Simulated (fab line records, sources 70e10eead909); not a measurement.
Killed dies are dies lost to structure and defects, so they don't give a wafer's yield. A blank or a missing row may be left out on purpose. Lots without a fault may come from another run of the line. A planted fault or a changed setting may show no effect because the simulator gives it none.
fab line records | flow nand_harc
record lots=6 wafers=17 last_day=25
route steps=1159 shown P_BONDPAD@385 A_START@389 A_ZERO_WELL@390 END@1159
lots that met no fault: from a run of the same line without faults
start_h: hours from the record's first day to the start of the lot's first wafer shown | wait_h: hours since the lot's step before | " the same as in the row above | L1.1+2: a row that stands for several wafers | - no value, or no start given | * or withheld: withheld | < > ~ a bound
route shown NAME@n: a module of which the file shows steps, and the number in the route of the first | usual: mean/standard deviation of fault-free wafers | same: alike in all rows | chamber/n: place in a boat | sites: the reading at each site | _std_site: their standard deviation | _edge_site: outer sites' mean less inner sites' | radius_mm: how far each site lies from the wafer's centre | mask NAME#n: copy n | behind: the tool/chamber that last shaped the wafer | hold: why the lot was held/for how many hours/how that ended | device: the transistor (n, p or np) that didn't switch | end of line: the same wafers' tests at the end of the route | a step without rows: its recipe alone | killed: dies lost to structure and defects at the first sort, not the wafer's yield | map: a wafer's dies, x killed, . not, _ none there
set.NAME: the setting as run; set.NAME@STEP: as run at that earlier step | model.NAME: the simulator's own value behind a step, which no gauge read
lots at some steps of the route; a table a step, a row a wafer
services: from which hour (start_h, from the record's first day; less than 0 if before it) a tool's chamber was out of use, for how many hours, and why
## steps
# step NHARC_P_BONDPAD_INSPECT_23
# usual raw_defect_count=351/140
# columns lot.wafer tool chamber start_h wait_h raw_defect_count
L721.2 defect_inspect-01 - 153.10 0.0 300
L721.3 " - " " 475
L721.6 " - " " 309
L725.1 defect_inspect-02 - 186.95 0.0 490
L725.2 " - " " 479
L725.6 " - " " 379
L732.3 defect_inspect-02 - 231.30 0.0 380
L732.5 " - " " 438
L739.3 defect_inspect-02 - 266.86 0.0 811
L739.4 " - " " 526
L739.5 " - " " 401
L737.2 defect_inspect-01 - 267.56 0.0 636
L737.4 " - " " 173
L737.6 " - " " 227
L738.1 defect_inspect-01 - 273.07 0.0 363
L738.3 " - " " 200
L738.6 " - " " 172
# step NHARC_P_BONDPAD_ACTIVATE_29
# recipe time_s=60 n2_flow_sccm=200 ar_flow_sccm=0 bias_power_w=0 chemistry=N2
# usual drypump_motor_current_A=5.6/0.37 mfc_ar_sccm=0.015/0.01 oes_product_au=0.998/0.01 rf_vpp_V=63.9/0.85 showerhead_plenum_p_Torr=1.72/0.083
# same time_s=60
# columns lot.wafer tool chamber start_h wait_h drypump_motor_current_A mfc_ar_sccm oes_product_au rf_hours_counter_h rf_vpp_V showerhead_plenum_p_Torr
L721.3 rie_diel-12 0 153.17 0.1 5.7 0.028 0.986 12 63.5 1.66
L721.2 " 1 " " 5.1 0.018 0.996 11 63.6 1.71
L721.6 " 0 " " 5.7 0.028 0.994 - 62.5 1.66
L725.1 rie_diel-06 0 187.02 0.1 5.6 0.028 1.017 41 63.8 1.65
L725.2 " 2 " " 5.7 0 1.000 41 64.6 1.67
L725.6 " 0 " " 5.6 0.028 1.009 - 64.7 1.65
L732.3 rie_diel-06 3 231.37 0.1 5.8 0.019 1.018 61 64.6 1.84
L732.5 " 3 " " 5.7 0.019 1.021 - 64.7 1.83
L739.4 rie_diel-12 2 266.94 0.1 6.2 0.020 0.991 7 65.0 1.87
L739.3 " 3 " " 5.0 0 1.008 8 64.5 1.70
L739.5 " 1 " " 5.1 0.018 1.011 - 65.1 1.70
L737.2 rie_diel-12 2 267.63 0.1 6.1 0.020 0.984 7 63.8 1.87
L737.4 " 0 " " 5.7 0.028 1.000 8 64.0 1.66
L737.6 " 2 " " 6.1 0.020 0.993 - 64.6 1.87
L738.1 rie_diel-12 1 273.13 0.1 5.2 0.018 1.006 8 64.4 1.70
L738.3 " 0 " " 5.7 0.028 1.001 8 63.7 1.66
L738.6 " 1 " " 5.2 0.018 0.999 - 64.0 1.70
# step NHARC_P_BONDPAD_PRECLEAN_30
# recipe time_s=300 temp_c=23 chemistry=DIW
# step NHARC_P_BONDPAD_SRD_31
# recipe time_s=30 temp_c=23 dry_time_s=20 spin_rpm=1500
# step NHARC_A_START_INSPECT_01
# usual raw_defect_count=3.4/1.8
# columns lot.wafer tool chamber start_h wait_h raw_defect_count
L721.2 defect_inspect-01 - 153.59 - 3
L721.3 " - " " 1
L721.6 " - " " 3
L725.1 defect_inspect-02 - 187.43 - 4
L725.2 " - " " 4
L725.6 " - " " 6
L732.3 defect_inspect-02 - 231.79 - 2
L732.5 " - " " 10
L739.3 defect_inspect-01 - 267.33 - 6
L739.4 " - " " 7
L739.5 " - " " 3
L737.2 defect_inspect-01 - 268.02 - 4
L737.4 " - " " 7
L737.6 " - " " 5
L738.1 defect_inspect-02 - 273.53 - 2
L738.3 " - " " 4
L738.6 " - " " 2
# step NHARC_A_ZERO_WELL_PRECLEAN_00
# recipe time_s=600 temp_c=120 chemistry=SPM
# step NHARC_A_ZERO_WELL_SRD_01
# step NHARC_A_ZERO_WELL_DEHYDRATE_02
# recipe temp_c=150 time_s=120
# step NHARC_A_ZERO_WELL_HMDS_03
# recipe time_s=30
# step NHARC_A_ZERO_WELL_COAT_18
# recipe temp_c=200 time_s=65
# step NHARC_A_ZERO_WELL_COAT_04
# recipe spin_rpm=2000 resist_thk_nm=600
# step NHARC_A_ZERO_WELL_SOFTBAKE_05
# recipe temp_c=125 time_s=70
# usual chill_plate_temp_C=22.99/0.12 exhaust_pa=45.0/0.83 heater_power_total_W=201.1/1.3 plate_temp_C=125.00/0.11
# columns lot.wafer tool chamber start_h wait_h chill_plate_temp_C exhaust_pa heater_power_total_W plate_temp_C
L721.2 litho_track-07 0 153 - 23.08 43.8 199.6 124.93
L721.3 " 0 " " 23.17 45.7 202.5 125.05
L721.6 " 0 " " 23.00 45.7 202.5 124.99
L725.1 litho_track-05 0 187 - 23.06 44.4 200.4 125.11
L725.2 " 0 " " 23.00 44.6 199.9 125.01
L725.6 " 0 " " 23.01 45.7 199.1 125.11
L732.3 litho_track-07 0 232 - 22.92 46.6 232.6 -
L732.5 " 0 " " 22.78 45.1 202.7 124.99
L739.3 litho_track-05 0 267 - 23.02 45.4 201.6 124.86
L739.4 " 0 " " 22.77 45.5 202.5 124.83
L739.5 " 0 " " 22.87 44.7 200.9 124.91
L737.2 litho_track-07 0 268 - 22.85 44.5 201.5 125.30
L737.4 " 0 " " 22.86 44.7 234.9 -
L737.6 " 0 " " 22.88 44.9 201.7 125.09
L738.1 litho_track-05 0 273 - 23.13 44.5 202.2 125.09
L738.3 " 0 " " 23.28 45.2 201.6 124.85
L738.6 " 0 " " 23.20 43.7 199.0 125.05
# step NHARC_A_ZERO_WELL_EBR_06
# step NHARC_END_SORT_01
# recipe temp_c=25
# usual killed_at_array=28/11 killed_at_other=0.7/1.1 killed_at_periphery=2.9/2 killed_dies=32/11 killed_open=3.2/1.8 killed_short=2.0/1.4
# same gross_dies=677
# columns lot.wafer tool chamber start_h wait_h killed_at_array killed_at_other killed_at_periphery killed_dies killed_open killed_short
L721.2 prober-02 0 459.68 2.8 24 0 2 26 2 5
L721.3 prober-02 0 460.49 3.1 23 1 6 30 4 4
L721.6 prober-02 0 462.91 4.0 26 0 2 28 2 4
L725.1 prober-01 0 500.27 2.5 62 0 3 65 1 5
L725.2 prober-01 0 501.06 2.8 61 0 0 61 3 1
L725.6 prober-01 0 504.25 4.0 37 1 1 39 2 1
L732.3 prober-02 0 535.63 3.1 43 0 8 51 12 4
L732.5 prober-02 0 537.24 3.7 30 2 3 35 3 1
# killed by level:class
L721.2 A_SLIT:chamber_film_flake=8 A_CHANNEL_HOLE_D1:chamber_film_flake=5 A_CHANNEL_FILL_D1:chamber_film_flake=2 P_CONTACT:geometric_particle:short=1 A_ONON_D1:geometric_particle:open=1 A_CHANNEL_FILL_D1:geometric_particle:open=1 A_CHANNEL_FILL_D1:geometric_particle:short=1 A_SGD_CUT:geometric_particle:short=1
L721.3 A_CHANNEL_HOLE_D1:chamber_film_flake=7 A_SLIT:chamber_film_flake=7 A_ONON_D1:geometric_particle:short=2 A_M0:geometric_particle:open=2 P_ZERO_WELL:chamber_film_flake=2 P_STI:chamber_film_flake=2 A_STAIRCASE:chamber_film_flake=2 P_M1:geometric_particle:short=1
L721.6 A_CHANNEL_HOLE_D1:chamber_film_flake=10 A_SLIT:chamber_film_flake=6 A_CONTACT:geometric_particle:open=2 A_BLC:chamber_film_flake=2 A_SGD_CUT:geometric_particle:short=1 A_WL_FILL:geometric_particle:short=1 A_CONTACT:geometric_particle:short=1 A_BLC:geometric_particle:short=1
L725.1 A_CONTACT:chamber_film_flake=17 A_CHANNEL_HOLE_D1:chamber_film_flake=16 A_SLIT:chamber_film_flake=14 A_STAIRCASE:chamber_film_flake=9 A_CHANNEL_FILL_D1:chamber_film_flake=2 P_GATE:geometric_particle:short=1 P_GATE:geometric_particle:open=1 P_M0:geometric_particle:short=1
L725.2 A_CHANNEL_HOLE_D1:chamber_film_flake=22 A_CONTACT:chamber_film_flake=15 A_SLIT:chamber_film_flake=9 A_STAIRCASE:chamber_film_flake=8 A_CHANNEL_FILL_D1:chamber_film_flake=3 A_CHANNEL_FILL_D1:geometric_particle:open=1 A_SGD_CUT:geometric_particle:short=1 A_WL_FILL:geometric_particle:open=1
L725.6 A_CHANNEL_HOLE_D1:chamber_film_flake=13 A_SLIT:chamber_film_flake=10 A_CONTACT:chamber_film_flake=9 A_STAIRCASE:chamber_film_flake=2 P_CONTACT:geometric_particle:open=1 A_CHANNEL_HOLE_D1:geometric_particle:short=1 A_BLC:geometric_particle:open=1 A_CHANNEL_FILL_D1:chamber_film_flake=1
L732.3 A_SLIT:chamber_film_flake=16 A_STAIRCASE:chamber_film_flake=5 A_BLC:geometric_particle:open=4 P_ZERO_WELL:chamber_film_flake=4 A_CHANNEL_HOLE_D1:chamber_film_flake=4 A_CONTACT:chamber_film_flake=3 A_SGD_CUT:geometric_particle:open=2 A_WL_FILL:geometric_particle:open=2
L732.5 A_SLIT:chamber_film_flake=13 A_STAIRCASE:chamber_film_flake=7 A_CONTACT:chamber_film_flake=5 P_ZERO_WELL:chamber_film_flake=3 A_CHANNEL_HOLE_D1:chamber_film_flake=2 A_CHANNEL_FILL_D1:geometric_particle:open=1 A_CONTACT:geometric_particle:short=1 A_M0:geometric_particle:open=1
## services
# columns tool chamber start_h hours kind
rie_diel-12 2 132.33 21.0 repair
rie_diel-12 0 132.40 - clean
rie_diel-12 1 132.40 - clean
rie_diel-12 3 132.40 - clean
rie_diel-12 0 156.95 - clean
rie_diel-12 1 156.95 - clean
rie_diel-12 2 156.95 - clean
rie_diel-12 3 156.95 - clean
rie_diel-12 3 173.07 15.7 repair
rie_diel-12 0 181.45 - clean
rie_diel-12 1 181.45 - clean
rie_diel-12 2 181.45 - clean
litho_track-07 - 189.00 7.0 pm
rie_diel-12 - 202.43 9.0 pm
rie_diel-12 0 202.43 9.0 vent_cycle
rie_diel-12 1 202.43 9.0 vent_cycle
rie_diel-12 2 202.43 9.0 vent_cycle
rie_diel-12 3 202.43 9.0 vent_cycle
rie_diel-06 1 202.75 4.9 repair
rie_diel-12 0 211.43 - clean
rie_diel-12 1 211.43 - clean
rie_diel-06 1 215.78 28.6 repair
litho_track-05 - 237.00 7.0 pm
rie_diel-06 - 242.80 9.0 pm
## key
first_sign step=NHARC_A_ZERO_WELL_SOFTBAKE_05 reading=heater_power_total_W direction=up sigmas=25 usual=* struck=*
effect none on later readings
met_at NHARC_A_ZERO_WELL_SOFTBAKE_05
struck_wafers L732.3,L737.4
tester_left_out L732,L737
onset_between 153 232
fault kind=process_parameter_drift tool=litho_track-07 chamber=- onset_h=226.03 steps=NHARC_A_ZERO_WELL_SOFTBAKE_05 channel=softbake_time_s offset=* shape=step end_h=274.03 scope=struck_wafers_only acts_in=* stated=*
# tester_left_out: of these lots the tester's yield and bins aren't shown, on N5 and GAA mostly nor the transistor test; their killed dies are dies lost to structure and defects alone, not to doping, threshold or leakage, so they don't give the yield
